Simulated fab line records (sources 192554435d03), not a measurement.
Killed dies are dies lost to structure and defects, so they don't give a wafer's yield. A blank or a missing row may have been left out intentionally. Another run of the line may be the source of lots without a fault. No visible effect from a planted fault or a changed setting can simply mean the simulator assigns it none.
One fault seen from 3 desks | flow n5_finfet | every desk sees just its own numbers, and what lay behind them comes last

## THE METROLOGY DESK
What the gauges read, lot by lot, whatever tool the lot ran on: means of the sampled wafers that have a number. Marked OUT: a lot whose mean sits more than 4 standard deviations from the usual mean, which makes it out of limits; the brackets give that distance.
Columns: A = cd_nm at N5_SD_EPI_N_CD_MEAS_09, usual 120.2 nm
lot  | first seen here | A
L933 | day 3 04:34     | 120.2
L934 | day 3 05:17     | 120.2
L935 | day 3 13:56     | 119.3
L937 | day 4 04:13     | 120.7
L938 | day 4 07:50     | 119.9
L939 | day 4 16:02     | 119.5
L940 | day 4 19:15     | 120.3
L941 | day 5 00:55     | 120.2
L951 | day 7 18:37     | 121.5
L952 | day 7 22:41     | 120.1
L954 | day 8 10:48     | 120.1
L955 | day 8 15:59     | 120.1
L956 | day 8 19:01     | 120.5
Finding of this desk: none of the 13 lots has anything out of limits.

## FOR THE TOOL OWNER'S DESK: litho_track-05
The tool's own readings at N5_SD_EPI_P_COAT_34 (time 60 s, resist thk 350 nm): means of the sampled wafers that have a number, for each lot that ran on this tool. Marked OUT: a lot whose mean sits more than 4 standard deviations from the usual mean, which makes it out of limits; the brackets give that distance.
Columns: A = chill_plate_temp_C at N5_SD_EPI_P_COAT_34, usual 22.99 C; B = heater_power_total_W at N5_SD_EPI_P_COAT_34, usual 500.5 W; C = plate_temp_C at N5_SD_EPI_P_COAT_34, usual 250.03 C; D = spin_speed_rpm at N5_SD_EPI_P_COAT_34, usual 1500.2 rpm
lot  | first seen here | A     | B     | C      | D
L933 | day 3 09:38     | 22.81 | 499.9 | 249.78 | 1500.7
L935 | day 3 18:00     | 22.95 | 501.7 | 250.06 | 1499.6
L937 | day 4 09:40     | 22.93 | 500.9 | 250.14 | 1500.1
L938 | day 4 12:22     | 22.86 | 500.3 | 249.98 | 1191.5 (-99 or more) OUT
L939 | day 4 20:17     | 23.10 | 501.0 | 250.27 | 1192.6 (-99 or more) OUT
L940 | day 4 23:20     | 23.11 | 501.0 | 250.03 | 1192.7 (-99 or more) OUT
L952 | day 8 03:41     | 23.09 | 499.5 | 249.75 | 1500.1
L954 | day 8 15:57     | 23.05 | 501.2 | 250.17 | 1501.0
L956 | day 8 23:11     | 23.08 | 499.4 | 249.93 | 1501.2
This desk's verdict: out of limits on L938, L939, L940, starting with L938 at day 4 12:22 (spin_speed_rpm at N5_SD_EPI_P_COAT_34). L933, L935, L937, L952, L954, L956: within limits.

## THE DEFECT DESK
Inspection counts along the route, by lot: the mean over sampled wafers that carry a number. Marked OUT: a lot whose mean sits more than 4 standard deviations from the usual mean, which makes it out of limits; the brackets give that distance.
Columns: A = raw_defect_count at N5_SPACER0_INSPECT_04, usual 127; B = raw_defect_count at N5_SD_EPI_N_INSPECT_11, usual 2.0
lot  | first seen here | A   | B
L933 | day 3 04:10     | 133 | 2.0
L934 | day 3 04:53     | 118 | 2.7
L935 | day 3 13:40     | 123 | 1.3
L937 | day 4 03:49     | 97  | 2.0
L938 | day 4 07:26     | 125 | 2.0
L939 | day 4 15:38     | 131 | 4.0
L940 | day 4 18:58     | 118 | 2.0
L941 | day 5 00:31     | 101 | 1.7
L951 | day 7 18:13     | 141 | 1.0
L952 | day 7 22:17     | 123 | 3.0
L954 | day 8 10:24     | 121 | 1.0
L955 | day 8 15:42     | 134 | 1.0
L956 | day 8 18:45     | 141 | 2.7
Finding of this desk: none of the 13 lots has anything out of limits.

## PUT TOGETHER
An alarm could have come from the tool owner's desk at day 4 12:22, on L938, L939, L940.
Metrology desk: nothing out of limits seen.
Nothing the defect desk looked at was out of limits.
The metrology desk has L938, L939, L940 on record, within its limits.
The defect desk has L938, L939, L940 on record, within its limits.
Every lot named ran N5_SD_EPI_P_COAT_34 on litho_track-05.

## WHAT THE SIMULATOR PUT IN
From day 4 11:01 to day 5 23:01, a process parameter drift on litho_track-05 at N5_SD_EPI_P_COAT_34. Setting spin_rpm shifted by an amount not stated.
Lots struck among those shown: L938, L939, L940.
Time in hours from fault onset to the first out-of-limits reading at each desk: the tool owner's desk, 1.
